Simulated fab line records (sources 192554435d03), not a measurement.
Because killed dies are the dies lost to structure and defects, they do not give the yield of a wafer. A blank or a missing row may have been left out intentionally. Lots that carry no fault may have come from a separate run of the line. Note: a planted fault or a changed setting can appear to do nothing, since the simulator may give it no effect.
A single fault, viewed from 3 desks :: flow n5Finfet :: each desk has only its own numbers; what lay behind them comes last

## DESK OF THE TOOL OWNER: rieDiel-03
The tool's own readings at N5_MOL_CONTACT_COAG_ETCH_110 (etches Si in CF4/O2, target depth 2.5 nm, time 8 s): means of the sampled wafers that have a number, for each lot that ran on this tool. Marked OUT: a lot whose mean sits more than 4 standard deviations from the usual mean, which makes it out of limits; the brackets give that distance.
Columns: A = drypumpMotorCurrentA at N5_MOL_CONTACT_COAG_ETCH_110, usual 5.7 A; B = oesProductAu at N5_MOL_CONTACT_COAG_ETCH_110, usual 0.81 a.u.; C = rfVppV at N5_MOL_CONTACT_COAG_ETCH_110, usual 127.0 V; D = showerheadPlenumPTorr at N5_MOL_CONTACT_COAG_ETCH_110, usual 2.24 Torr; E = throttleValvePct at N5_MOL_CONTACT_COAG_ETCH_110, usual 10.80 %
lot: L951
first seen here: day 5 03:38
A: 5.6
B: 0.81
C: 126.0
D: 2.18
E: 10.74

lot: L952
first seen here: day 5 11:37
A: 5.5
B: 0.80
C: 125.8
D: 2.18
E: 10.74

lot: L960
first seen here: day 7 04:47
A: 5.6
B: 0.83
C: 125.8
D: 2.22
E: 10.68

lot: L968
first seen here: day 9 06:26
A: 5.6
B: 0.85
C: 125.4
D: 2.23
E: 10.88

lot: L972
first seen here: day 10 13:36
A: 5.5
B: 0.84
C: 127.2
D: 2.21
E: 11.00
This desk found nothing out of limits on any of the 5 lots.

## THE DEFECT DESK
Inspection counts along the route, by lot: the mean over sampled wafers that carry a number. Marked OUT: a lot whose mean sits more than 4 standard deviations from the usual mean, which makes it out of limits; the brackets give that distance.
Columns: A = rawDefectCount at N5_MOL_CONTACT_COAG_INSPECT_10, usual 83
lot: L951
first seen here: day 5 03:20
A: 58

lot: L952
first seen here: day 5 10:23
A: 80

lot: L958
first seen here: day 6 22:35
A: 83

lot: L960
first seen here: day 7 04:07
A: 73

lot: L968
first seen here: day 9 06:07
A: 64

lot: L972
first seen here: day 10 13:17
A: 89
This desk found nothing out of limits on any of the 6 lots.

## AT THE METROLOGY DESK
Lot by lot, what the gauges showed, no matter which tool ran the lot: averages of those sampled wafers that carry a number. Marked OUT: a lot whose mean sits more than 4 standard deviations from the usual mean, which makes it out of limits; the brackets give that distance. 7 of its 12 readings are shown, namely those furthest out on some lot.
Columns: A = cdNm at N5_MOL_CONTACT_COAG_CD_MEAS_08, usual 27.82 nm; B = CA_OVL at N5_MOL_CONTACT_COAG_OVL_MEAS_09, usual -0.1 nm; C = DIBL_N at N5_BEOL_M4_RC_MEAS_101, usual 35.4 mV/V; D = DIBL_P at N5_BEOL_M4_RC_MEAS_101, usual 34.8 mV/V; E = IOFF_P at N5_BEOL_M4_RC_MEAS_101, usual 0.19 nA/um; F = SS_N at N5_BEOL_M4_RC_MEAS_101, usual 71.4 mV/dec; G = SS_P at N5_BEOL_M4_RC_MEAS_101, usual 72.9 mV/dec
lot: L951
first seen here: day 5 03:14
A: 27.72
B: -0.2
C: 33.8
D: 31.0
E: 0.18
F: 70.7
G: 72.7

lot: L952
first seen here: day 5 10:19
A: 27.46
B: -0.6
C: 36.0
D: 34.6
E: 0.16
F: 71.9
G: 72.7

lot: L958
first seen here: day 6 22:30
A: 28.14
B: -0.9
C: 33.5
D: 33.0
E: 0.20
F: 70.8
G: 72.5

lot: L960
first seen here: day 7 04:01
A: 27.66
B: 0.2
C: 36.9
D: 34.9
E: 0.21
F: 71.5
G: 72.7

lot: L968
first seen here: day 9 06:02
A: 27.92
B: -0.2
C: 34.3
D: 34.6
E: 0.17
F: 70.8
G: 73.2

lot: L972
first seen here: day 10 13:12
A: 27.88
B: 0.5
C: 34.2
D: 33.5
E: 0.19
F: 70.9
G: 71.9
This desk found nothing out of limits on any of the 6 lots.

## TAKEN TOGETHER
The tool owner's desk saw nothing out of limits.
The defect desk saw nothing out of limits.
From the metrology desk's view, nothing was out of limits.

## WHAT THE SIMULATOR HAD PUT IN
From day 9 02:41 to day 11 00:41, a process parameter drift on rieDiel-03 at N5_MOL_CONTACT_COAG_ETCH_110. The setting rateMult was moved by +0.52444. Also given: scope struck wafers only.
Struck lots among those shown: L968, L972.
